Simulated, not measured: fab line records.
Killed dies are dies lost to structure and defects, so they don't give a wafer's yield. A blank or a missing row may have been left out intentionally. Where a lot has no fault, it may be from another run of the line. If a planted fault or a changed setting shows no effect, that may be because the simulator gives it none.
Shared-tool check | flow n5-finfet | 30 wafers sampled across 10 lots

REASON IT WAS OPENED
On 2 of the 10 lots, a flag is raised at N5_BEOL_M9_INSPECT_30 on the reading raw-defect-count. Fault-free wafers read 414, with a standard deviation of 90.
Rule: a lot is flagged in two cases, either no wafer of it has a number, or all its wafers with numbers fall more than 4 standard deviations from that mean. The rest of the lots are taken to be sound.

lot  | measured     | on                | raw-defect-count, wafer by wafer | flag
L194 | day 11 01:44 | defect-inspect-01 | 527 352 322                      |
L193 | day 11 09:32 | defect-inspect-02 | 377 518 437                      |
L197 | day 12 07:22 | defect-inspect-01 | 485 583 436                      |
L196 | day 12 10:53 | defect-inspect-01 | 363 428 399                      |
L198 | day 12 11:16 | defect-inspect-01 | 426 408 425                      |
L202 | day 13 13:02 | defect-inspect-01 | 898 935 1002                     | FLAGGED
L204 | day 14 02:59 | defect-inspect-02 | 1000 902 944                     | FLAGGED
L207 | day 14 15:39 | defect-inspect-02 | 425 469 394                      |
L208 | day 14 15:43 | defect-inspect-01 | 462 399 489                      |
L210 | day 15 12:10 | defect-inspect-01 | 388 428 402                      |
Average over the flagged lots: 947; offset from the usual +533, equal to +6 standard deviations.

EACH LOT AND THE TOOL IT RAN ON
Before the reading, the record contains 2 process steps out of a 1938-step route. Each cell gives the tool, then ch followed by the chambers the sampled wafers passed through, then the start.
lot  | flag    | N5_BEOL_M9_HM_DEP_02         | N5_BEOL_M9_STRIP_19
L194 |         | pvd-sputter-01, day 11 00:14 | rie-diel-02 ch 1,3, day 11 01:16
L193 |         | pvd-sputter-03, day 11 07:07 | rie-diel-05 ch 1,2, day 11 08:04
L197 |         | pvd-sputter-03, day 12 06:00 | rie-diel-02 ch 0,2, day 12 06:50
L196 |         | pvd-sputter-01, day 12 09:28 | rie-diel-05 ch 0,1,2, day 12 10:26
L198 |         | pvd-sputter-02, day 12 09:38 | rie-diel-06 ch 1,2,3, day 12 10:36
L202 | FLAGGED | pvd-sputter-03, day 13 04:56 | rie-diel-02 ch 1,2,3, day 13 05:54
L204 | FLAGGED | pvd-sputter-03, day 13 23:53 | rie-diel-02 ch 0,1,2, day 14 01:21
L207 |         | pvd-sputter-03, day 14 14:10 | rie-diel-05 ch 0,1,3, day 14 15:11
L208 |         | pvd-sputter-03, day 14 14:16 | rie-diel-05 ch 1,2, day 14 15:15
L210 |         | pvd-sputter-01, day 15 08:38 | rie-diel-06 ch 1,2,3, day 15 09:43
What these steps do:
- N5_BEOL_M9_HM_DEP_02: deposits TiN, target thk 20 nm.
- N5_BEOL_M9_STRIP_19: strips in O2.
- N5_BEOL_M9_INSPECT_30: inspects for defects (brightfield).

FLAGGED AGAINST TOTAL, ONE TOOL AT A TIME (gauges that did the reading follow at the end)
step                  | tool              | lots run | flagged | share of the flagged lots | sound lots run after its first flagged lot
N5_BEOL_M9_HM_DEP_02  | pvd-sputter-01    | 3        | 0       | none                      | -
N5_BEOL_M9_HM_DEP_02  | pvd-sputter-02    | 1        | 0       | none                      | -
N5_BEOL_M9_HM_DEP_02  | pvd-sputter-03    | 6        | 2       | all                       | 2 (L207,L208)
N5_BEOL_M9_STRIP_19   | rie-diel-02       | 4        | 2       | all                       | 0
N5_BEOL_M9_STRIP_19   | rie-diel-05       | 4        | 0       | none                      | -
N5_BEOL_M9_STRIP_19   | rie-diel-06       | 2        | 0       | none                      | -
N5_BEOL_M9_INSPECT_30 | defect-inspect-01 | 7        | 1       | some                      | 2 (L208,L210)
N5_BEOL_M9_INSPECT_30 | defect-inspect-02 | 3        | 1       | some                      | 1 (L207)

THE TABLE: WHAT IT ALLOWS
pvd-sputter-03 at N5_BEOL_M9_HM_DEP_02 and rie-diel-02 at N5_BEOL_M9_STRIP_19 are the 2 rows of the table that ran each flagged lot.
- pvd-sputter-03 at N5_BEOL_M9_HM_DEP_02 ran 6 lots, 2 of them flagged. After the first flagged lot (L207, L208), sound lots still ran on it; a lasting fault on the whole tool would not permit that.
- rie-diel-02 at N5_BEOL_M9_STRIP_19 ran 4 lots, 2 of them flagged. It ran its last sound lot, L197, at day 12 06:50 and its first flagged lot, L202, at day 13 05:54: a fault with its onset between the two fits.
rie-diel-02 at N5_BEOL_M9_STRIP_19 is the single tool remaining.

WHAT WAS PUT IN BY THE SIMULATOR
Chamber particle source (rie-diel-02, N5_BEOL_M9_STRIP_19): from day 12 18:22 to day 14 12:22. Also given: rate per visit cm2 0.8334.
Struck lots among those shown: L202, L204. This agrees with what the rule above found.
